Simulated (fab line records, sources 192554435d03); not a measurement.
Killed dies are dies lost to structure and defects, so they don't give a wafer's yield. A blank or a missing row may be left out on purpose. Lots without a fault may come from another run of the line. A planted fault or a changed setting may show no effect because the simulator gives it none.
Which tool did it? | flow n5_finfet | 9 lots, 27 wafers sampled, at 6 steps of a route of 1938

WHAT THE GAUGES READ, wafer by wafer
N5_SD_EPI_P_INSPECT_26: inspects for defects (darkfield).
lot  | measured    | on                | raw_defect_count
L166 | day 4 12:38 | defect_inspect-02 | 134 157 162
L168 | day 4 22:16 | defect_inspect-01 | 222 197 193
L170 | day 5 05:08 | defect_inspect-02 | 142 159 198
L172 | day 5 13:16 | defect_inspect-01 | 185 224 166
L173 | day 5 20:40 | defect_inspect-02 | 110 179 120
L175 | day 6 15:14 | defect_inspect-02 | 262 211 139
L179 | day 7 11:38 | defect_inspect-02 | 178 163 1334
L181 | day 8 00:30 | defect_inspect-01 | 175 172 166
L185 | day 9 00:35 | defect_inspect-01 | 216 166 163

N5_SD_ACTIVATION_INSPECT_02: inspects for defects (darkfield).
lot  | measured    | on                | raw_defect_count
L166 | day 4 13:28 | defect_inspect-02 | 135 165 168
L168 | day 4 23:04 | defect_inspect-01 | 215 189 185
L170 | day 5 05:53 | defect_inspect-02 | 147 156 179
L172 | day 5 14:42 | defect_inspect-02 | 207 253 180
L173 | day 5 21:26 | defect_inspect-02 | 116 175 127
L175 | day 6 15:59 | defect_inspect-02 | 240 208 151
L179 | day 7 12:24 | defect_inspect-02 | 168 164 1353
L181 | day 8 01:19 | defect_inspect-02 | 178 170 185
L185 | day 9 01:21 | defect_inspect-02 | 220 177 171

N5_BEOL_M4_RC_MEAS_101.
lot  | measured     | on        | DIBL_N (mV/V)  | DIBL_P (mV/V)  | IOFF_N (nA/um)    | IOFF_P (nA/um) | ION_N (uA/um) | ION_P (uA/um) | SS_N (mV/dec)  | SS_P (mV/dec)  | VT_N (mV)         | VT_P (mV)
L166 | day 11 04:26 | prober-02 | 32.7 35.9 36.7 | 32.2 34.8 36.0 | 0.103 0.140 0.152 | 0.16 0.19 0.20 | 668 672 678   | 463 457 458   | 70.7 70.7 70.6 | 72.2 73.0 73.6 | 255.7 251.5 250.0 | -256 -255 -251
L168 | day 11 22:34 | prober-01 | 38.5 34.9 37.2 | 40.8 36.2 39.1 | 0.191 0.124 0.178 | 0.23 0.17 0.20 | 689 654 700   | 469 455 465   | 71.7 71.2 71.2 | 73.7 73.0 74.1 | 247.8 255.7 246.3 | -248 -254 -252
L170 | day 12 05:21 | prober-01 | 36.9 35.5 36.7 | 37.4 35.5 36.4 | 0.154 0.126 0.142 | 0.20 0.18 0.18 | 673 660 670   | 455 455 455   | 71.7 72.1 71.4 | 73.4 72.6 73.1 | 252.1 252.8 250.3 | -252 -252 -254
L172 | day 12 18:04 | prober-02 | 35.3 37.6 35.9 | 34.8 36.5 35.5 | 0.139 0.168 0.142 | 0.19 0.21 0.19 | 680 674 670   | 463 459 453   | 71.2 72.3 71.2 | 73.5 73.3 73.5 | 248.6 250.2 251.0 | -253 -250 -254
L173 | day 13 03:38 | prober-02 | 38.4 36.0 37.1 | 38.3 35.2 35.5 | 0.186 0.135 0.162 | 0.21 0.17 0.18 | 689 667 677   | 457 452 456   | 71.5 71.5 71.9 | 73.9 73.1 73.5 | 247.5 250.2 250.1 | -252 -253 -255
L175 | day 13 12:22 | prober-02 | 35.6 37.3 38.7 | 36.0 38.0 38.1 | 0.124 0.157 0.185 | 0.18 0.21 0.22 | 651 668 668   | 450 456 457   | 71.6 72.5 72.8 | 72.4 72.9 73.2 | 252.7 251.6 248.1 | -252 -251 -249
L179 | day 14 04:01 | prober-01 | 35.8 34.4 33.4 | 35.0 34.3 32.6 | 0.147 0.138 0.119 | 0.18 0.18 0.16 | 667 684 667   | 456 466 449   | 71.2 71.4 71.3 | 73.4 73.2 72.6 | 253.0 249.5 257.5 | -254 -255 -255
L181 | day 15 03:25 | prober-02 | 37.2 39.3 36.8 | 37.0 38.5 36.7 | 0.177 0.221 0.175 | 0.23 0.26 0.24 | 681 682 687   | 468 466 474   | 71.8 72.9 70.9 | 73.7 73.6 74.0 | 250.5 246.6 247.1 | -249 -246 -248
L185 | day 15 08:19 | prober-01 | 36.7 37.2 36.0 | 35.6 37.2 34.8 | 0.158 0.174 0.164 | 0.24 0.26 0.23 | 666 677 686   | 465 471 477   | 71.5 71.2 71.5 | 73.4 73.7 73.0 | 252.7 247.7 248.4 | -247 -243 -247

WHICH TOOL RAN EACH LOT (tool, then ch and the chambers of the sampled wafers, then the start)
lot  | N5_SD_EPI_N_LINER_46             | N5_SD_EPI_P_ETCH_16               | N5_SD_ACTIVATION_LSA_01
L166 | ald_sin-02 ch 0,1,3, day 4 08:10 | rie_diel-02 ch 0,3, day 4 09:31   | laser_anneal-01 ch 0, day 4 13:01
L168 | ald_sin-03 ch 1,2, day 4 17:49   | rie_diel-06 ch 1,2,3, day 4 19:10 | laser_anneal-01 ch 0, day 4 22:32
L170 | ald_sin-02 ch 0,2,3, day 5 00:40 | rie_diel-04 ch 1,2, day 5 02:02   | laser_anneal-02 ch 0, day 5 05:22
L172 | ald_sin-03 ch 2,3, day 5 08:55   | rie_diel-04 ch 1,2,3, day 5 10:08 | laser_anneal-02 ch 0, day 5 14:05
L173 | ald_sin-02 ch 0,1,3, day 5 16:19 | rie_diel-04 ch 1,2,3, day 5 17:34 | laser_anneal-01 ch 0, day 5 20:55
L175 | ald_sin-03 ch 0,1,3, day 6 09:38 | rie_diel-06 ch 1,2,3, day 6 11:17 | laser_anneal-01 ch 0, day 6 15:29
L179 | ald_sin-02 ch 0,1,2, day 7 06:58 | rie_diel-04 ch 0,1,2, day 7 08:31 | laser_anneal-01 ch 0, day 7 11:54
L181 | ald_sin-01 ch 0,1,2, day 7 18:53 | rie_diel-02 ch 0,1,2, day 7 20:32 | laser_anneal-01 ch 0, day 8 00:47
L185 | ald_sin-01 ch 0,1,2, day 8 19:18 | rie_diel-02 ch 1,2,3, day 8 20:39 | laser_anneal-02 ch 0, day 9 00:51
- N5_SD_EPI_N_LINER_46: material SiNx, target thk 3 nm.
- N5_SD_EPI_P_ETCH_16: etches SiO2 in CHF3/O2, target depth 5 nm.
- N5_SD_ACTIVATION_LSA_01: time 0.0008 s.

WHAT THE TOOLS THEMSELVES READ (means of the sampled wafers that have a number; where no wafer has one, the mark that the record gives instead)
N5_SD_EPI_N_LINER_46.
lot  | tool       | heater_power_w (W)
L166 | ald_sin-02 | 837
L168 | ald_sin-03 | 809
L170 | ald_sin-02 | 800
L172 | ald_sin-03 | 853
L173 | ald_sin-02 | 818
L175 | ald_sin-03 | 877
L179 | ald_sin-02 | 756
L181 | ald_sin-01 | 848
L185 | ald_sin-01 | 836

N5_SD_EPI_P_ETCH_16.
lot  | tool        | drypump_motor_current_A (A) | oes_f_703_au (a.u.) | oes_product_au (a.u.) | rf_vpp_V (V) | showerhead_plenum_p_Torr (Torr) | throttle_valve_pct (%)
L166 | rie_diel-02 | 5.6                         | 0.73                | 0.73                  | 515          | 2.41                            | 19.04
L168 | rie_diel-06 | 5.4                         | 0.76                | 0.75                  | 530          | 2.38                            | 18.99
L170 | rie_diel-04 | 5.6                         | 0.75                | 0.74                  | 526          | 2.45                            | 19.01
L172 | rie_diel-04 | 5.7                         | 0.73                | 0.72                  | 519          | 2.40                            | 19.03
L173 | rie_diel-04 | 5.7                         | 0.73                | 0.71                  | 520          | 2.40                            | 19.02
L175 | rie_diel-06 | 5.4                         | 0.75                | 0.75                  | 530          | 2.37                            | 19.02
L179 | rie_diel-04 | 5.8                         | 0.83                | 0.81                  | 519          | 2.40                            | 18.90
L181 | rie_diel-02 | 5.7                         | 0.70                | 0.71                  | 534          | 2.38                            | 18.85
L185 | rie_diel-02 | 5.7                         | 0.71                | 0.71                  | 524          | 2.35                            | 18.85

N5_SD_ACTIVATION_LSA_01.
lot  | tool            | wafer_temp_C_max
L166 | laser_anneal-01 | 1084.2
L168 | laser_anneal-01 | 1083.2
L170 | laser_anneal-02 | 1085.8
L172 | laser_anneal-02 | 1085.8
L173 | laser_anneal-01 | 1084.0
L175 | laser_anneal-01 | 1083.8
L179 | laser_anneal-01 | 1084.5
L181 | laser_anneal-01 | 1083.4
L185 | laser_anneal-02 | 1085.4

THE ANSWER, worked out from the rows above alone
Rule: what is usual is taken from the lots themselves. Put in order of their means at a reading, lots are off if they are a third of the lots or fewer, leave a main group of 4 or more, and stand apart from it by a gap of 3 or more times the standard deviation of the main group's means; of several such gaps the widest counts. A main group whose means are all the same, to the digits that the tables above print for the reading, isn't used. A lot without any number at a reading at which 4 lots or more have one is off too. The other lots that the step has rows for count as sound. The gauges are gone through in route order, then the tools' own readings, and for those a lot's mean is taken as printed above. The first step at which some lot is off is used, and at that step the reading that is off furthest; a lot without a number counts as furthest.
Off: L179, at N5_SD_EPI_P_INSPECT_26 (raw_defect_count). The main group: mean 176, standard deviation 23.
A tool fits if, at a process step before that reading, it ran every lot that is off, and no sound lot after the first of them. The gauges at N5_SD_EPI_P_INSPECT_26 aren't tried: what is off there is off at N5_SD_EPI_P_ETCH_16 too, on other tools, and a gauge's error can't cause that. Can't be told from this: 2 tools fit, ald_sin-02 at N5_SD_EPI_N_LINER_46, rie_diel-04 at N5_SD_EPI_P_ETCH_16.

WHAT THE SIMULATOR HAD PUT IN
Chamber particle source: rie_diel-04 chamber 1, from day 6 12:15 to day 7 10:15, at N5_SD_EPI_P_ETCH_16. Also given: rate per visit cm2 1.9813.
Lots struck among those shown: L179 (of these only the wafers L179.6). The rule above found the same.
